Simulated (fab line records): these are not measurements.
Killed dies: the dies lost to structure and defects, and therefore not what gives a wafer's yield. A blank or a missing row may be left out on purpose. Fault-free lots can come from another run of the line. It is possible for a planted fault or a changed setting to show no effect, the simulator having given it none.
What tool caused it? -- flow n5-finfet -- 24 lots, 72 wafers sampled, at 5 steps of a route of 1938

## WHAT THE GAUGES SHOWED, per wafer
N5_BEOL_M8_CD_MEAS_35: target cd 40 nm.
lot,measured,on,cd-nm (nm)
L075,day 9 15:43,cd-sem-02,38.8 39.7 39.3
L074,day 9 15:47,cd-sem-01,39.1 39.0 39.9
L076,day 9 20:11,cd-sem-02,39.5 39.8 40.5
L077,day 10 03:07,cd-sem-02,40.0 40.5 38.8
L078,day 10 05:52,cd-sem-02,39.8 40.0 39.2
L079,day 10 08:07,cd-sem-02,40.0 40.7 40.1
L080,day 10 15:29,cd-sem-02,40.1 39.6 40.6
L081,day 11 05:49,cd-sem-03,40.5 39.6 40.6
L082,day 11 09:07,cd-sem-02,41.2 40.5 39.3
L083,day 11 12:33,cd-sem-01,39.9 40.6 39.6
L084,day 11 21:31,cd-sem-01,40.3 40.7 40.7
L085,day 12 03:45,cd-sem-02,40.2 39.3 39.3
L086,day 12 08:50,cd-sem-01,40.3 39.7 40.8
L088,day 12 17:40,cd-sem-01,38.9 39.3 39.6
L089,day 12 19:31,cd-sem-01,40.7 39.5 39.6
L090,day 13 01:07,cd-sem-01,39.3 39.6 40.5
L087,day 13 01:31,cd-sem-02,39.0 38.2 40.1
L091,day 13 03:40,cd-sem-03,40.2 40.0 40.2
L092,day 14 17:17,cd-sem-03,40.5 40.2 40.5
L093,day 14 17:58,cd-sem-01,40.2 39.9 39.9
L097,day 14 18:29,cd-sem-03,40.2 40.3 40.9
L094,day 14 19:40,cd-sem-03,39.1 38.4 39.5
L095,day 15 02:25,cd-sem-02,40.4 40.4 39.9
L096,day 15 20:20,cd-sem-01,39.6 39.3 39.3

N5_BEOL_M9_THK_MEAS_01.
lot,measured,on,M9_ILD_THK (nm)
L075,day 9 20:10,film-metro-02,260 265 267
L074,day 9 19:51,film-metro-02,271 271 271
L076,day 9 23:04,film-metro-01,268 267 272
L077,day 10 08:01,film-metro-01,264 268 271
L078,day 10 08:36,film-metro-01,273 274 270
L079,day 10 12:31,film-metro-02,265 269 271
L080,day 10 20:15,film-metro-01,264 264 267
L081,day 11 08:33,film-metro-02,268 268 273
L082,day 11 12:13,film-metro-02,259 265 268
L083,day 11 15:20,film-metro-02,267 268 271
L084,day 12 00:55,film-metro-01,265 262 268
L085,day 12 06:40,film-metro-02,267 270 266
L086,day 12 13:22,film-metro-02,262 266 270
L088,day 12 20:32,film-metro-02,266 264 269
L089,day 12 23:44,film-metro-01,262 264 270
L090,day 13 04:29,film-metro-02,264 261 268
L087,day 13 05:37,film-metro-02,261 267 268
L091,day 13 06:45,film-metro-02,262 269 268
L092,day 14 21:16,film-metro-02,272 269 269
L093,day 14 21:38,film-metro-02,267 270 265
L097,day 14 21:59,film-metro-01,264 257 267
L094,day 14 23:28,film-metro-01,267 268 275
L095,day 15 05:15,film-metro-01,263 268 270
L096,day 15 23:05,film-metro-02,266 271 269

N5_BEOL_M9_INSPECT_30: inspects for defects (brightfield).
lot,measured,on,raw-defect-count
L075,day 9 22:16,defect-inspect-01,457 353 355
L074,day 9 21:46,defect-inspect-02,232 371 360
L076,day 10 01:12,defect-inspect-02,499 544 459
L077,day 10 14:31,defect-inspect-02,327 402 552
L078,day 10 14:20,defect-inspect-01,279 377 360
L079,day 10 17:01,defect-inspect-01,440 332 439
L080,day 10 22:31,defect-inspect-01,400 284 316
L081,day 11 10:49,defect-inspect-01,530 513 380
L082,day 11 14:58,defect-inspect-02,510 478 505
L083,day 11 18:31,defect-inspect-01,320 495 306
L084,day 12 03:17,defect-inspect-01,299 346 388
L085,day 12 10:09,defect-inspect-01,483 399 319
L086,day 12 16:46,defect-inspect-01,346 553 387
L088,day 13 00:06,defect-inspect-01,358 316 259
L089,day 13 02:43,defect-inspect-02,422 410 389
L090,day 13 06:24,defect-inspect-02,267 344 361
L087,day 13 10:30,defect-inspect-01,353 401 341
L091,day 13 10:32,defect-inspect-02,522 570 526
L092,day 15 01:44,defect-inspect-01,512 489 543
L093,day 15 01:44,defect-inspect-01,405 536 439
L097,day 15 01:52,defect-inspect-02,433 395 355
L094,day 15 02:10,defect-inspect-01,329 382 351
L095,day 15 08:55,defect-inspect-02,386 436 593
L096,day 16 04:11,defect-inspect-01,401 329 363

## WHAT TOOL EACH LOT RAN ON (gives the tool, then ch and the chambers of the sampled wafers, and finally the start)
lot,N5_BEOL_M8_ALD_77,N5_BEOL_M8_DEP_56
L075,"ald-metal-01 ch 0, day 9 16:31","pecvd-04 ch 0,1, day 9 19:25"
L074,"ald-metal-02 ch 0,1,3, day 9 16:34","pecvd-02 ch 0,1,2, day 9 19:08"
L076,"ald-metal-03 ch 0,2,3, day 9 20:39","pecvd-01 ch 1,2, day 9 22:21"
L077,"ald-metal-03 ch 0,1,2, day 10 05:52","pecvd-01 ch 0,1,2, day 10 07:15"
L078,"ald-metal-02 ch 0,1,3, day 10 06:25","pecvd-01 ch 0,1,2, day 10 07:50"
L079,"ald-metal-02 ch 0,1, day 10 10:09","pecvd-02 ch 1,2, day 10 11:47"
L080,"ald-metal-03 ch 0,1, day 10 17:57","pecvd-04 ch 0,2, day 10 19:25"
L081,"ald-metal-03 ch 1,2, day 11 06:19","pecvd-02 ch 0,2, day 11 07:49"
L082,"ald-metal-03 ch 0,3, day 11 09:43","pecvd-01 ch 0,1, day 11 11:30"
L083,"ald-metal-02 ch 1,2,3, day 11 13:04","pecvd-01 ch 0,1,2, day 11 14:37"
L084,"ald-metal-03 ch 0,2,3, day 11 22:21","pecvd-04 ch 1,2, day 12 00:11"
L085,"ald-metal-03 ch 0,2,3, day 12 04:14","pecvd-02 ch 0,2, day 12 05:56"
L086,"ald-metal-03 ch 1,2, day 12 09:20","pecvd-04 ch 1,2, day 12 12:38"
L088,"ald-metal-03 ch 0,1,2, day 12 18:29","pecvd-01 ch 0,1, day 12 19:48"
L089,"ald-metal-03 ch 0,2,3, day 12 21:36","pecvd-01 ch 0,2, day 12 23:01"
L090,"ald-metal-03 ch 0,1,3, day 13 01:35","pecvd-01 ch 1,2, day 13 03:46"
L087,"ald-metal-03 ch 0,3, day 13 03:31","pecvd-04 ch 0,1,2, day 13 04:53"
L091,"ald-metal-03 ch 0,2,3, day 13 04:13","pecvd-02 ch 0,1, day 13 06:01"
L092,"ald-metal-03 ch 0,2,3, day 14 18:45","pecvd-04 ch 0,1,2, day 14 20:31"
L093,"ald-metal-01 ch 0,3, day 14 19:04","pecvd-02 ch 1,2, day 14 20:55"
L097,"ald-metal-03 ch 0,2,3, day 14 19:42","pecvd-01 ch 0,1,2, day 14 21:16"
L094,"ald-metal-02 ch 0,1,3, day 14 20:38","pecvd-02 ch 1,2, day 14 22:45"
L095,"ald-metal-02 ch 0,1,3, day 15 03:01","pecvd-04 ch 0,1,2, day 15 04:32"
L096,"ald-metal-03 ch 1,3, day 15 20:52","pecvd-02 ch 1, day 15 22:20"
- N5_BEOL_M8_ALD_77: deposits TaN, target thk 2 nm, pulse time 2 s, purge time 3 s.
- N5_BEOL_M8_DEP_56: deposits SiCN from 3MS/NH3, target thk 10 nm, time 17.5 s.

## AS READ BY THE TOOLS THEMSELVES (means over the sampled wafers that have a number; for cases with no such wafer, the mark the record gives instead)
N5_BEOL_M8_ALD_77.
lot,tool,heater-power-w (W)
L075,ald-metal-01,424
L074,ald-metal-02,404
L076,ald-metal-03,381
L077,ald-metal-03,422
L078,ald-metal-02,415
L079,ald-metal-02,388
L080,ald-metal-03,453
L081,ald-metal-03,438
L082,ald-metal-03,360
L083,ald-metal-02,441
L084,ald-metal-03,380
L085,ald-metal-03,383
L086,ald-metal-03,438
L088,ald-metal-03,426
L089,ald-metal-03,379
L090,ald-metal-03,404
L087,ald-metal-03,359
L091,ald-metal-03,381
L092,ald-metal-03,382
L093,ald-metal-01,437
L097,ald-metal-03,380
L094,ald-metal-02,404
L095,ald-metal-02,403
L096,ald-metal-03,359

N5_BEOL_M8_DEP_56.
lot,tool,showerhead-plenum-p-Torr (Torr),showerhead-vpp-V (V),throttle-valve-pct (%)
L075,pecvd-04,3.651,845,8.7
L074,pecvd-02,3.671,900,9.3
L076,pecvd-01,3.664,858,8.9
L077,pecvd-01,3.672,902,9.2
L078,pecvd-01,3.670,904,9.2
L079,pecvd-02,3.664,868,9.6
L080,pecvd-04,3.665,813,8.3
L081,pecvd-02,3.663,899,8.9
L082,pecvd-01,3.676,951,9.1
L083,pecvd-01,3.672,904,9.1
L084,pecvd-04,3.652,874,8.7
L085,pecvd-02,3.675,889,9.0
L086,pecvd-04,3.664,882,8.6
L088,pecvd-01,3.679,951,9.1
L089,pecvd-01,3.648,845,8.8
L090,pecvd-01,3.676,922,9.3
L087,pecvd-04,3.659,844,8.7
L091,pecvd-02,3.675,933,9.9
L092,pecvd-04,3.663,843,8.5
L093,pecvd-02,3.657,863,9.7
L097,pecvd-01,3.670,906,9.1
L094,pecvd-02,3.662,867,9.7
L095,pecvd-04,3.665,853,8.6
L096,pecvd-02,3.656,863,9.8

## THE ANSWER, worked out from the rows above alone
Rule: the usual values come from the lots themselves. Put in order of their means at a reading, lots are off if they are a third of the lots or fewer, leave a main group of 4 or more, and stand apart from it by a gap of 3 or more times the standard deviation of the main group's means; of several such gaps the widest counts. Not used: any main group whose means are identical at the precision the tables above print for the reading. Also off: a lot with no number at a reading for which 4 or more lots have one. All remaining lots with rows at the step are treated as sound. The gauges are gone through in route order, then the tools' own readings, and for those a lot's mean is taken as printed above. The first step at which some lot is off is used, and at that step the reading that is off furthest; a lot without a number counts as furthest.
No lot is off at any reading shown: from this, nothing can be told.

## WHAT HAD BEEN PUT IN BY THE SIMULATOR
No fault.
